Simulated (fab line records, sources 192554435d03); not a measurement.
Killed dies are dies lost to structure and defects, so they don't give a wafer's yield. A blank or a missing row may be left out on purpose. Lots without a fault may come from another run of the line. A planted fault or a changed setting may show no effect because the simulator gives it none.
Chamber matching | flow n5_finfet | N5_BEOL_M12_VIA_ETCH_16 on rie_diel-05: 4 sister chambers
The step etches SiOC in C4F8/O2/Ar, target depth 724.8 nm. 22 wafers are shown with their chamber, then 11 later ones without.

WAFERS WITH THEIR CHAMBER
wafer  | chamber | drypump_motor_current_A (A) | throttle_valve_pct (%) | showerhead_plenum_p_Torr (Torr)
L075.4 | 3       | 4.9                         | 23.79                  | 3.35
L075.5 | 0       | 6.0                         | 23.97                  | 3.27
L075.6 | 3       | 4.9                         | 23.79                  | 3.35
L079.1 | 3       | 4.9                         | 23.79                  | 3.34
L079.3 | 2       | 6.6                         | 24.23                  | 3.36
L079.6 | 1       | 6.4                         | 24.12                  | 3.35
L083.2 | 0       | 6.0                         | 23.99                  | 3.26
L083.5 | 2       | 6.6                         | 24.26                  | 3.36
L083.6 | 1       | 6.4                         | 24.15                  | 3.34
L084.2 | 2       | 6.6                         | 24.23                  | 3.36
L084.3 | 3       | 4.9                         | 23.81                  | 3.34
L084.6 | 0       | 6.0                         | 23.98                  | 3.26
L085.2 | 1       | 6.4                         | 24.14                  | 3.34
L085.5 | 2       | 6.6                         | 24.25                  | 3.35
L085.6 | 1       | 6.3                         | 24.15                  | 3.34
L093.3 | 1       | 6.4                         | 24.18                  | 3.33
L093.4 | 0       | 6.0                         | 24.01                  | 3.25
L093.6 | 3       | 4.9                         | 23.86                  | 3.32
L092.1 | 3       | 4.9                         | 23.85                  | 3.32
L092.2 | 0       | 6.0                         | 24.01                  | 3.25
L092.3 | 1       | 6.4                         | 24.19                  | 3.33
L094.1 | 1       | 6.4                         | 24.16                  | 3.32

SIGNATURES (means of the wafers above)
reading                  | chamber 0 | chamber 1 | chamber 2 | chamber 3 | scatter within a chamber
drypump_motor_current_A  | 6.000     | 6.386     | 6.600     | 4.900     | 0.0218
throttle_valve_pct       | 23.9920   | 24.1557   | 24.2425   | 23.8150   | 0.0241
showerhead_plenum_p_Torr | 3.2580    | 3.3357    | 3.3575    | 3.3367    | 0.0102
Rule: a wafer's distance from a chamber is the root of the sum, over the readings, of the square of ((its reading less the chamber's mean) divided by the reading's scatter). The wafer belongs to the nearest chamber; if the next one is less than 2 further off, it can't be placed. The scatter: the root of (the sum of the squares of (reading less its chamber's mean) over the shown wafers, divided by (wafers less chambers)).

WAFERS WITHOUT THEIR CHAMBER
wafer  | drypump_motor_current_A (A) | throttle_valve_pct (%) | showerhead_plenum_p_Torr (Torr)
L094.5 | 6.6                         | 23.92                  | 3.35
L094.6 | 4.9                         | 23.84                  | 3.32
L095.2 | 6.0                         | 24.04                  | 3.25
L095.3 | 6.4                         | 24.20                  | 3.32
L095.4 | 6.6                         | 23.92                  | 3.35
L096.2 | 6.3                         | 24.18                  | 3.32
L096.4 | 6.0                         | 24.03                  | 3.25
L096.6 | 4.9                         | 23.85                  | 3.32
L097.3 | 4.9                         | 23.87                  | 3.32
L097.5 | 6.4                         | 24.19                  | 3.32
L097.6 | 6.6                         | 23.94                  | 3.34

WHICH CHAMBER EACH WENT THROUGH
wafer  | from the rows above     | in truth
L094.5 | can't be placed: 2 or 1 | 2
L094.6 | 3                       | 3
L095.2 | 0                       | 0
L095.3 | 1                       | 1
L095.4 | can't be placed: 2 or 1 | 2
L096.2 | 1                       | 1
L096.4 | 0                       | 0
L096.6 | 3                       | 3
L097.3 | 3                       | 3
L097.5 | 1                       | 1
L097.6 | can't be placed: 2 or 1 | 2
Placed correctly: 8 of 11. Can't be placed from these rows: 3 (the true chamber is among the candidates in 3). Placed wrongly: 0.
